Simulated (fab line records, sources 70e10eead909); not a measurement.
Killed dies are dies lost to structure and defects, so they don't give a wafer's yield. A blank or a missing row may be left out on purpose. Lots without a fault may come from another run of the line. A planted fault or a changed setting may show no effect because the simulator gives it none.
A struck lot beside a sound one | flow nand_harc | 14 steps out of a route of 1302
Sound: wafers L778.2, L778.4, L778.6. Struck: wafers L783.2, L783.3, L783.6. The cause comes at the end.
At each step with rows: each side's tool, then ch and its chambers, then its first start. Under that, the readings that differ: sound wafers | struck wafers | difference of the means | sigmas: that difference in standard deviations of wafers without a fault.
alike: readings whose means differ by less than 2 such deviations, and words and numbers that are the same on both sides. not compared: withheld readings, readings that some wafer has no value for, bounds like >300 that may hide the same value, and numbers for which the record gives no deviation and whose values overlap.
The two part at a step that has a row with sigmas, a row that says differs or no value, or rows on one side only. Numbers that don't overlap but have no deviation are shown without sigmas and don't part them. A reading that every wafer of one side lacks parts them only if that side has two wafers or more.

first, 1 step without rows for these wafers: NHARC_A_CONTACT_DEVELOP_68 (develop time 35 s).
NHARC_A_CONTACT_CD_MEAS_69: target cd 300 nm.
  sound on cd_sem-02 ch 0, day 24 01:21; struck on cd_sem-02 ch 0, day 27 07:40
  alike: cd_nm
NHARC_A_CONTACT_OVL_MEAS_70:
  sound on overlay-02, day 24 01:26; struck on overlay-01, day 27 07:46
  alike: overlay_x_nm, overlay_y_nm
NHARC_A_CONTACT_INSPECT_71:
  sound on defect_inspect-01, day 24 01:28; struck on defect_inspect-02, day 27 07:48
  reading          | sound    | struck     | difference | sigmas
  raw_defect_count | 22 35 17 | 112 97 105 | +80        | +2
NHARC_A_CONTACT_DESCUM_74: chemistry O2, time 3 s.
  sound on rie_diel-07 ch 0,2,3, day 24 01:32; struck on rie_diel-12 ch 0,1,2, day 27 07:52
  reading                | sound                | struck               | difference | sigmas
  throttle_valve_pct (%) | 11.307 11.323 11.339 | 11.307 11.302 11.300 | -0.020     | -2
  alike: drypump_motor_current_A, oes_product_au, rf_vpp_V, showerhead_plenum_p_Torr
  not compared: rf_hours_counter_h
then, 2 steps without rows for these wafers: NHARC_A_CONTACT_ETCH_75 (etches the open film in CF4, target depth 39 nm, time 65 s); NHARC_A_CONTACT_ETCH_76 (etches the open film in N2/H2, target depth 260 nm, time 475.3 s).
NHARC_A_CONTACT_ETCH_77: etches the open film in CF4/CHF3, target depth 108.9 nm, time 54.5 s.
  sound on rie_diel-07 ch 0,1,3; struck on rie_diel-12 ch 0,2,3
  alike: bias_w, cf4_flow_sccm, drypump_motor_current_A, oes_product_au, rf_vpp_V, showerhead_plenum_p_Torr, throttle_valve_pct
  not compared: rf_hours_counter_h
NHARC_A_CONTACT_ETCH_78: etches the open film in O2/COS, target depth 5300 nm, time 1378 s.
  sound on rie_diel-07 ch 0,1; struck on rie_diel-12 ch 0,1
  alike: bias_w, chamber_pressure_mTorr, drypump_motor_current_A, oes_product_au, rf_vpp_V, showerhead_plenum_p_Torr, throttle_valve_pct
  not compared: rf_hours_counter_h
then, 1 step without rows for these wafers: NHARC_A_CONTACT_ETCH_124 (etches the open film in C4F8/O2/Ar, time 140 s, target depth 700 nm).
NHARC_A_CONTACT_ETCH_125: etches the open film in C4F8/O2/Ar, time 197 s, target depth 1918 nm.
  sound on har_cap_etch-02 ch 0,1, day 24 03:22; struck on har_cap_etch-03 ch 0,1, day 27 09:37
  alike: chamber_pressure_mTorr, oes_air_line_au
  not compared: rf_hours_counter_h
then, 1 step without rows for these wafers: NHARC_A_CONTACT_ETCH_126 (etches the open film in C4F8/O2/Ar, time 197 s, target depth 1918 nm).
NHARC_A_CONTACT_ETCH_127: etches the open film in C4F8/O2/Ar, time 197 s, target depth 1918 nm.
  sound on har_cap_etch-02 ch 0,1, day 24 06:00; struck on har_cap_etch-03 ch 0,1, day 27 09:58
  no value came back on the struck wafers for chamber_pressure_mTorr (mTorr), oes_air_line_au (a.u.); on the sound wafers chamber_pressure_mTorr (mTorr) reads 20.015 20.017 19.973
  not compared: rf_hours_counter_h
NHARC_A_CONTACT_ETCH_128: etches the open film in C4F8/O2/Ar, time 197 s, target depth 1918 nm.
  sound on har_cap_etch-02 ch 0,1, day 24 06:14; struck on har_cap_etch-03 ch 0,1, day 27 10:09
  alike: chamber_pressure_mTorr, oes_air_line_au
  not compared: rf_hours_counter_h

WHERE THEY PART
First at NHARC_A_CONTACT_INSPECT_71; last, within this record, at NHARC_A_CONTACT_ETCH_127. Later steps at which nothing parts them and some readings are alike: NHARC_A_CONTACT_ETCH_128.

WHY: what the simulator had put in
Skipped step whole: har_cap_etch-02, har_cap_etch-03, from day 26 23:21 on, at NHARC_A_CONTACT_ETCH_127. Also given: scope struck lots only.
